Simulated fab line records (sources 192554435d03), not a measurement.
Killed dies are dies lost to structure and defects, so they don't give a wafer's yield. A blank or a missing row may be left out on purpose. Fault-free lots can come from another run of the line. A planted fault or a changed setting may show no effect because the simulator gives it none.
Which tool is to blame? || flow n5 finfet || 6 lots, 16 wafers sampled, at 2 steps of a route of 1938

WHAT THE GAUGES READ, wafer by wafer
N5_BEOL_M4_RC_MEAS_101.
{"lot": "L593", "measured": "day 12 07:04", "on": "prober-02", "VT_P (mV)": "-252 -255"}
{"lot": "L595", "measured": "day 12 16:13", "on": "prober-02", "VT_P (mV)": "-247 -250 -250"}
{"lot": "L598", "measured": "day 14 01:46", "on": "prober-01", "VT_P (mV)": "-250 -247 -249"}
{"lot": "L599", "measured": "day 14 09:19", "on": "prober-02", "VT_P (mV)": "-247 -250"}

WHAT TOOL EACH LOT RAN ON (gives the tool, then ch and the chambers of the sampled wafers, and finally the start)
{"lot": "L580", "N5_BEOL_M0_SAQP_ALD_48": "ald sin-02 ch 0,3, day 6 19:08"}
{"lot": "L582", "N5_BEOL_M0_SAQP_ALD_48": "ald sin-01 ch 0,1,3, day 6 23:11"}
{"lot": "L593", "N5_BEOL_M0_SAQP_ALD_48": "ald sin-02 ch 2,3, day 9 16:03"}
{"lot": "L595", "N5_BEOL_M0_SAQP_ALD_48": "ald sin-02 ch 0,2,3, day 10 08:29"}
{"lot": "L598", "N5_BEOL_M0_SAQP_ALD_48": "ald sin-03 ch 0,1,3, day 11 03:43"}
{"lot": "L599", "N5_BEOL_M0_SAQP_ALD_48": "ald sin-03 ch 1,2, day 11 21:13"}
- N5_BEOL_M0_SAQP_ALD_48: deposits SiO2, target thk 20 nm, pulse time 1 s, co reactant pulse time 1 s.

THE ANSWER, worked out from the rows above alone
Rule: usual is defined by the lots themselves. The widest of any qualifying gaps counts: lots, ordered by their means at a reading, are off when they make up no more than a third of the lots, leave a main group of 4 or more, and stand apart from it by 3 or more times the standard deviation of that group's means. The tables above print the reading to a certain number of digits; a main group whose means all agree to those digits is not used. Also off: a lot with no number at a reading for which 4 or more lots have one. The other lots that the step has rows for count as sound.
No lot is off on any of the readings shown, so nothing can be concluded from this.

WHAT THE SIMULATOR PUT IN
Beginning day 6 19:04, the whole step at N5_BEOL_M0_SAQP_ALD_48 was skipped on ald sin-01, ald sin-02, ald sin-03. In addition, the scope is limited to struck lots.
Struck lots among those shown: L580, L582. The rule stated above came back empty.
